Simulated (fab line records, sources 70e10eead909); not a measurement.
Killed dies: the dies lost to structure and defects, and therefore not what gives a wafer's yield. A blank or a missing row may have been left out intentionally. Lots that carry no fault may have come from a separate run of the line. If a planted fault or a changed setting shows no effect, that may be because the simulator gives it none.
What tool caused it?	flow nand harc	Sampling: 24 lots, 72 wafers, 6 of 1302 route steps

WHAT EACH GAUGE READ, for each wafer
NHARC_P_M2_CD_MEAS_09 targets a cd of 170 nm. Usual: cd nm at 170.0 nm, with a standard deviation of 0.56.
lot	measured	on	cd nm (nm)	flag
L074	day 6 12:26	cd sem-01	169.4 169.9 169.6	
L075	day 6 15:36	cd sem-01	170.2 171.0 171.1	
L076	day 7 02:04	cd sem-03	169.7 170.9 170.4	
L077	day 7 19:53	cd sem-02	169.2 169.3 169.4	
L078	day 8 01:07	cd sem-01	169.6 169.3 170.3	
L079	day 8 06:10	cd sem-02	169.8 170.1 169.3	
L080	day 8 22:28	cd sem-03	170.1 170.0 170.1	
L081	day 9 08:55	cd sem-02	170.8 169.9 169.7	
L082	day 9 21:31	cd sem-01	170.3 169.3 169.5	
L083	day 10 03:09	cd sem-02	169.9 169.9 170.5	
L084	day 10 15:57	cd sem-03	170.0 170.4 170.1	
L085	day 11 09:07	cd sem-02	169.4 169.5 169.2	
L086	day 11 12:32	cd sem-03	169.9 169.8 169.3	
L087	day 11 19:01	cd sem-02	171.0 169.7 170.5	
L088	day 12 12:03	cd sem-02	170.3 170.6 170.3	
L089	day 12 12:35	cd sem-02	169.6 171.2 170.5	
L090	day 13 07:43	cd sem-02	169.8 170.6 169.6	
L091	day 13 10:54	cd sem-03	170.5 169.8 169.8	
L092	day 13 20:54	cd sem-01	170.1 170.0 171.2	
L093	day 14 09:09	cd sem-03	171.0 169.8 170.2	
L094	day 15 02:25	cd sem-02	169.5 170.9 169.7	
L095	day 15 14:13	cd sem-01	170.7 169.3 170.7	
L096	day 15 16:57	cd sem-03	170.4 169.9 171.1	
L097	day 16 00:17	cd sem-03	169.4 169.6 169.8	

NHARC_A_DECK1_JOINT_THK_MEAS_17: measures by ellipsometry. Usual: thk nm at 44.7 nm, with a standard deviation of 1.2.
lot	measured	on	thk nm (nm)	flag
L074	day 12 15:29	film metro-01	46.5 42.8 45.4	
L075	day 12 15:25	film metro-02	44.8 43.7 45.0	
L076	day 13 09:20	film metro-01	45.6 44.3 45.6	
L077	day 13 21:55	film metro-02	43.6 45.2 44.4	
L078	day 13 21:44	film metro-01	44.8 45.2 46.6	
L079	day 13 21:44	film metro-02	42.9 43.9 45.5	
L080	day 14 17:50	film metro-02	44.7 45.4 44.2	
L081	day 15 04:52	film metro-02	46.3 46.3 41.8	
L082	day 15 17:48	film metro-02	45.8 43.5 46.6	
L083	day 15 17:58	film metro-01	46.0 43.5 46.0	
L084	day 16 11:44	film metro-02	45.4 42.6 44.4	
L085	day 17 09:58	film metro-01	44.9 45.6 46.1	
L086	day 17 17:55	film metro-02	43.8 46.0 42.2	
L087	day 17 22:20	film metro-01	44.9 43.4 44.1	
L088	day 18 15:53	film metro-01	44.2 42.7 45.1	
L089	day 18 15:53	film metro-02	43.2 44.7 42.7	
L090	day 19 02:29	film metro-01	43.3 44.3 45.9	
L091	day 19 02:29	film metro-02	42.7 47.2 45.1	
L092	day 19 18:14	film metro-01	43.1 45.7 43.6	
L093	day 20 00:40	film metro-02	43.0 43.4 45.2	
L094	day 20 20:08	film metro-02	45.9 45.6 44.1	
L095	day 21 10:04	film metro-01	46.4 46.4 44.1	
L096	day 21 09:54	film metro-02	44.6 46.3 46.3	
L097	day 22 09:14	film metro-02	44.1 45.1 45.6	

WHICH TOOL RAN EACH LOT (tool, then ch and the chambers of the sampled wafers, then the start)
lot	NHARC_P_M1_DESCUM_14	NHARC_P_M1_PRE_CLEAN_30	NHARC_A_CHANNEL_HOLE_D1_DESCUM_15	NHARC_A_CHANNEL_HOLE_D1_ETCH_44
L074	rie diel-12 ch 0,1,3, day 6 08:28	pvd sputter-02, day 6 12:26 or earlier	rie diel-10 ch 0,1,2, day 8 11:55	rie diel-10 ch 0,3, day 8 20:43
L075	rie diel-10 ch 0,1,3, day 6 11:22	pvd sputter-01, day 6 15:36 or earlier	rie diel-12 ch 1,2, day 8 12:25	rie diel-10 ch 1,2, day 9 00:47
L076	rie diel-10 ch 0,1, day 6 21:59	pvd sputter-03, day 7 02:04 or earlier	rie diel-10 ch 0,1,2, day 9 09:31	rie diel-10 ch 2,3, day 9 15:25
L077	rie diel-09 ch 0,3, day 7 16:02	pvd sputter-01, day 7 19:53 or earlier	rie diel-10 ch 0,2,3, day 10 01:40	rie diel-10 ch 0,1,3, day 10 10:35
L078	rie diel-10 ch 0,1, day 7 21:10	pvd sputter-02, day 8 01:07 or earlier	rie diel-10 ch 0,1,2, day 10 01:59	rie diel-10 ch 1,2,3, day 10 12:18
L079	rie diel-09 ch 0,1,2, day 8 02:20	pvd sputter-01, day 8 06:10 or earlier	rie diel-10 ch 0,2,3, day 10 04:49	rie diel-10 ch 1,2,3, day 10 14:44
L080	rie diel-10 ch 0,2, day 8 18:29	pvd sputter-01, day 8 22:28 or earlier	rie diel-10 ch 0,1,2, day 10 22:49	rie diel-02 ch 0,1, day 11 04:46
L081	rie diel-12 ch 1,2,3, day 9 04:58	pvd sputter-01, day 9 08:55 or earlier	rie diel-12 ch 2,3, day 11 10:19	rie diel-10 ch 0,1,3, day 11 16:36
L082	rie diel-12 ch 0,3, day 9 17:31	pvd sputter-03, day 9 21:31 or earlier	rie diel-02 ch 0,1,3, day 12 01:53	rie diel-10 ch 1,2, day 12 07:55
L083	rie diel-10 ch 0,2,3, day 9 23:10	pvd sputter-03, day 10 03:09 or earlier	rie diel-10 ch 0,2,3, day 12 01:23	rie diel-10 ch 1,2,3, day 12 07:17
L084	rie diel-09 ch 0,3, day 10 11:54	pvd sputter-03, day 10 15:57 or earlier	rie diel-10 ch 1,2,3, day 12 14:09	rie diel-10 ch 0,2, day 12 20:04
L085	rie diel-09 ch 0,1,3, day 11 05:09	pvd sputter-02, day 11 09:07 or earlier	rie diel-10 ch 2,3, day 13 10:36	rie diel-10 ch 0,3, day 13 19:40
L086	rie diel-09 ch 0,1,3, day 11 08:04	pvd sputter-01, day 11 12:32 or earlier	rie diel-02 ch 0,3, day 13 17:05	rie diel-12 ch 0,1, day 13 23:01
L087	rie diel-10 ch 0,1,2, day 11 15:02	pvd sputter-03, day 11 19:01 or earlier	rie diel-10 ch 0,2, day 13 22:20	rie diel-02 ch 0,1,2, day 14 04:16
L088	rie diel-09 ch 0,1,3, day 12 08:05	pvd sputter-03, day 12 12:03 or earlier	rie diel-10 ch 0,1,3, day 14 14:25	rie diel-02 ch 0,3, day 14 20:32
L089	rie diel-10 ch 0,2,3, day 12 08:37	pvd sputter-01, day 12 12:35 or earlier	rie diel-02 ch 0,1,3, day 14 13:34	rie diel-10 ch 1,2, day 14 19:52
L090	rie diel-10 ch 0,1,2, day 13 03:45	pvd sputter-02, day 13 07:43 or earlier	rie diel-12 ch 1,2,3, day 15 08:23	rie diel-10 ch 1,2,3, day 15 14:47
L091	rie diel-09 ch 0,3, day 13 06:56	pvd sputter-02, day 13 10:54 or earlier	rie diel-10 ch 0,1,3, day 15 08:14	rie diel-10 ch 2,3, day 15 14:15
L092	rie diel-09 ch 1,3, day 13 15:42	pvd sputter-01, day 13 20:54 or earlier	rie diel-12 ch 1,2,3, day 15 22:19	rie diel-10 ch 0,2,3, day 16 04:14
L093	rie diel-09 ch 0,1,2, day 14 05:10	pvd sputter-01, day 14 09:09 or earlier	rie diel-10 ch 0,2,3, day 16 07:05	rie diel-10 ch 0,1,3, day 16 12:59
L094	rie diel-09 ch 1,2, day 14 22:33	pvd sputter-02, day 15 02:25 or earlier	rie diel-02 ch 0,1, day 17 02:19	rie diel-10 ch 0,1, day 17 10:11
L095	rie diel-09 ch 1,3, day 15 10:24	pvd sputter-02, day 15 14:13 or earlier	rie diel-10 ch 1,2, day 17 14:56	rie diel-10 ch 0,1, day 17 22:19
L096	rie diel-09 ch 1,3, day 15 13:08	pvd sputter-01, day 15 16:57 or earlier	rie diel-10 ch 0,1,2, day 17 16:19	rie diel-10 ch 0,3, day 18 00:38
L097	rie diel-10 ch 1,2, day 15 20:14	pvd sputter-02, day 16 00:17 or earlier	rie diel-10 ch 2,3, day 18 03:15	rie diel-10 ch 2,3, day 18 09:09
- NHARC_P_M1_DESCUM_14: chemistry O2, time 3 s.
- NHARC_P_M1_PRE_CLEAN_30: time 30 s.
- NHARC_A_CHANNEL_HOLE_D1_DESCUM_15: chemistry O2, time 3 s.
- NHARC_A_CHANNEL_HOLE_D1_ETCH_44: etches the open film in CF4/O2, target depth 140 nm, overetch 14 nm, time 77 s.

WHAT THE TOOLS THEMSELVES READ (means of the sampled wafers that have a number; where no wafer has one, the mark that the record gives instead)
NHARC_P_M1_DESCUM_14. Usual: drypump motor current A 5.5 A, standard deviation 0.35; oes product au 0.999 a.u., standard deviation 0.0091; rf vpp V 57.6 V, standard deviation 0.91; showerhead plenum p Torr 1.89 Torr, standard deviation 0.084; throttle valve pct 11.312 %, standard deviation 0.0091.
lot	tool	drypump motor current A (A)	oes product au (a.u.)	rf vpp V (V)	showerhead plenum p Torr (Torr)	throttle valve pct (%)	flag
L074	rie diel-12	6.1	0.999	57.7	1.94	11.308	
L075	rie diel-10	5.5	0.997	57.6	1.90	11.305	
L076	rie diel-10	5.4	1.000	58.6	1.99	11.298	
L077	rie diel-09	5.2	0.991	57.2	1.84	11.310	
L078	rie diel-10	5.5	0.995	57.4	1.93	11.310	
L079	rie diel-09	5.5	1.002	58.1	1.89	11.312	
L080	rie diel-10	5.7	0.996	57.3	1.93	11.301	
L081	rie diel-12	6.0	1.008	58.7	1.95	11.313	
L082	rie diel-12	5.9	1.007	57.7	1.94	11.317	
L083	rie diel-10	5.7	0.996	57.2	1.87	11.313	
L084	rie diel-09	5.1	0.988	57.5	1.84	11.316	
L085	rie diel-09	5.2	0.994	57.8	1.87	11.304	
L086	rie diel-09	5.3	0.997	57.5	1.87	11.318	
L087	rie diel-10	5.6	0.993	58.1	1.96	11.319	
L088	rie diel-09	5.3	1.003	58.6	1.86	11.312	
L089	rie diel-10	5.7	0.999	56.4	1.87	11.309	
L090	rie diel-10	5.6	0.993	57.7	1.96	11.311	
L091	rie diel-09	5.2	1.003	56.3	1.81	11.307	
L092	rie diel-09	5.2	0.996	57.6	1.88	11.321	
L093	rie diel-09	5.5	1.001	57.7	1.89	11.309	
L094	rie diel-09	5.6	1.005	58.9	1.94	11.321	
L095	rie diel-09	5.1	0.986	56.7	1.88	11.314	
L096	rie diel-09	5.2	1.002	58.2	1.92	11.317	
L097	rie diel-10	5.6	0.996	58.2	1.98	11.315	

NHARC_P_M1_PRE_CLEAN_30. Usual: heater power w at 413 W, with a standard deviation of 41.
lot	tool	heater power w (W)	flag
L074	pvd sputter-02	391	
L075	pvd sputter-01	431	
L076	pvd sputter-03	403	
L077	pvd sputter-01	418	
L078	pvd sputter-02	376	
L079	pvd sputter-01	412	
L080	pvd sputter-01	438	
L081	pvd sputter-01	448	
L082	pvd sputter-03	447	
L083	pvd sputter-03	432	
L084	pvd sputter-03	400	
L085	pvd sputter-02	420	
L086	pvd sputter-01	419	
L087	pvd sputter-03	424	
L088	pvd sputter-03	436	
L089	pvd sputter-01	420	
L090	pvd sputter-02	401	
L091	pvd sputter-02	388	
L092	pvd sputter-01	447	
L093	pvd sputter-01	435	
L094	pvd sputter-02	381	
L095	pvd sputter-02	408	
L096	pvd sputter-01	451	
L097	pvd sputter-02	402	

NHARC_A_CHANNEL_HOLE_D1_DESCUM_15. Usual: drypump motor current A 5.7 A, standard deviation 0.38; oes product au 1.001 a.u., standard deviation 0.011; rf vpp V 57.7 V, standard deviation 0.91; showerhead plenum p Torr 1.92 Torr, standard deviation 0.09; throttle valve pct 11.312 %, standard deviation 0.0085.
lot	tool	drypump motor current A (A)	oes product au (a.u.)	rf vpp V (V)	showerhead plenum p Torr (Torr)	throttle valve pct (%)	flag
L074	rie diel-10	5.6	1.001	57.5	1.96	11.318	
L075	rie diel-12	5.8	1.012	58.9	1.90	11.310	
L076	rie diel-10	5.6	1.000	58.7	1.96	11.317	
L077	rie diel-10	5.7	1.002	57.5	1.87	11.320	
L078	rie diel-10	5.6	1.005	58.2	1.96	11.314	
L079	rie diel-10	5.7	1.009	57.4	1.87	11.314	
L080	rie diel-10	5.6	0.994	57.3	1.96	11.315	
L081	rie diel-12	5.5	1.002	57.0	1.90	11.313	
L082	rie diel-02	5.7	0.999	58.4	1.97	11.316	
L083	rie diel-10	5.7	0.991	56.6	1.87	11.307	
L084	rie diel-10	5.6	1.001	57.5	1.92	11.312	
L085	rie diel-10	5.7	1.010	56.8	1.84	11.315	
L086	rie diel-02	6.3	1.005	58.2	1.99	11.301	
L087	rie diel-10	5.8	0.990	56.8	1.93	11.319	
L088	rie diel-10	5.6	0.997	58.1	1.90	11.312	
L089	rie diel-02	5.8	0.998	58.6	1.96	11.316	
L090	rie diel-12	6.0	1.000	57.2	1.94	11.317	
L091	rie diel-10	5.5	0.996	57.0	1.89	11.303	
L092	rie diel-12	6.0	0.995	57.3	1.94	11.309	
L093	rie diel-10	5.7	1.002	57.2	1.86	11.313	
L094	rie diel-02	6.1	1.001	58.1	1.96	11.319	
L095	rie diel-10	5.6	1.008	58.3	1.98	11.311	
L096	rie diel-10	5.6	0.999	58.1	1.95	11.300	
L097	rie diel-10	5.7	1.015	57.5	1.83	11.318	

NHARC_A_CHANNEL_HOLE_D1_ETCH_44. Usual: bias w is 100.0 W with standard deviation 0.33, drypump motor current A is 5.6 A with standard deviation 0.32, oes_f_703_au is 1.000 a.u. with standard deviation 0.0048, oes product au is 1.001 a.u. with standard deviation 0.011, rf vpp V is 197.8 V with standard deviation 1.6, showerhead plenum p Torr is 1.34 Torr with standard deviation 0.064, and throttle valve pct is 13.396 % with standard deviation 0.0092.
lot	tool	bias w (W)	drypump motor current A (A)	oes_f_703_au (a.u.)	oes product au (a.u.)	rf vpp V (V)	showerhead plenum p Torr (Torr)	throttle valve pct (%)	flag
L074	rie diel-10	100.1	5.6	0.998	0.998	195.7	1.29	13.408	
L075	rie diel-10	99.7	5.5	0.996	1.003	199.8	1.40	13.401	
L076	rie diel-10	100.1	5.7	0.994	1.007	197.7	1.32	13.396	
L077	rie diel-10	100.0	5.5	0.998	1.001	197.6	1.32	13.396	
L078	rie diel-10	99.9	5.6	1.003	0.995	197.9	1.34	13.406	
L079	rie diel-10	100.2	5.6	1.000	1.008	197.1	1.34	13.398	
L080	rie diel-02	100.2	6.2	1.000	1.002	199.0	1.38	13.406	
L081	rie diel-10	100.1	5.5	0.996	0.995	198.1	1.32	13.403	
L082	rie diel-10	99.8	5.5	1.001	0.997	197.9	1.40	13.394	
L083	rie diel-10	99.8	5.6	1.004	0.998	198.4	1.34	13.392	
L084	rie diel-10	99.8	5.7	1.000	0.997	198.1	1.33	13.403	
L085	rie diel-10	100.0	5.6	1.001	0.999	195.9	1.29	13.396	
L086	rie diel-12	99.8	6.4	1.002	0.982	197.9	1.34	13.403	
L087	rie diel-02	100.3	5.7	0.998	0.998	198.3	1.36	13.389	
L088	rie diel-02	100.0	6.3	0.999	1.009	197.8	1.38	13.401	
L089	rie diel-10	100.0	5.4	1.002	1.003	198.9	1.40	13.385	
L090	rie diel-10	99.9	5.6	1.003	1.009	197.8	1.34	13.393	
L091	rie diel-10	100.0	5.7	0.999	1.006	196.7	1.28	13.394	
L092	rie diel-10	100.1	5.7	1.003	1.004	196.1	1.30	13.392	
L093	rie diel-10	99.9	5.6	1.000	1.003	198.3	1.32	13.395	
L094	rie diel-10	100.2	5.4	0.999	0.998	198.3	1.38	13.396	
L095	rie diel-10	100.0	5.6	0.994	0.995	197.8	1.35	13.386	
L096	rie diel-10	100.0	5.6	1.003	1.003	196.6	1.29	13.398	
L097	rie diel-10	99.5	5.7	0.999	1.009	196.2	1.28	13.400	

THE ANSWER, worked out from the rows above alone
Rule: a lot counts as off when the mean over its wafers that have a number is more than 3 standard deviations away from the usual mean. Also off: a lot with no number at a reading for which 4 or more lots have one. All remaining lots with rows at the step are treated as sound. First the gauges in route order, then the tools' own readings, where a lot's mean is used as printed above. At the first step where some lot is off, the reading lying furthest off is the one used; lots without a number count as furthest.
No lot is off at any reading shown: from this, nothing can be told.

WHAT THE SIMULATOR HAD PUT IN
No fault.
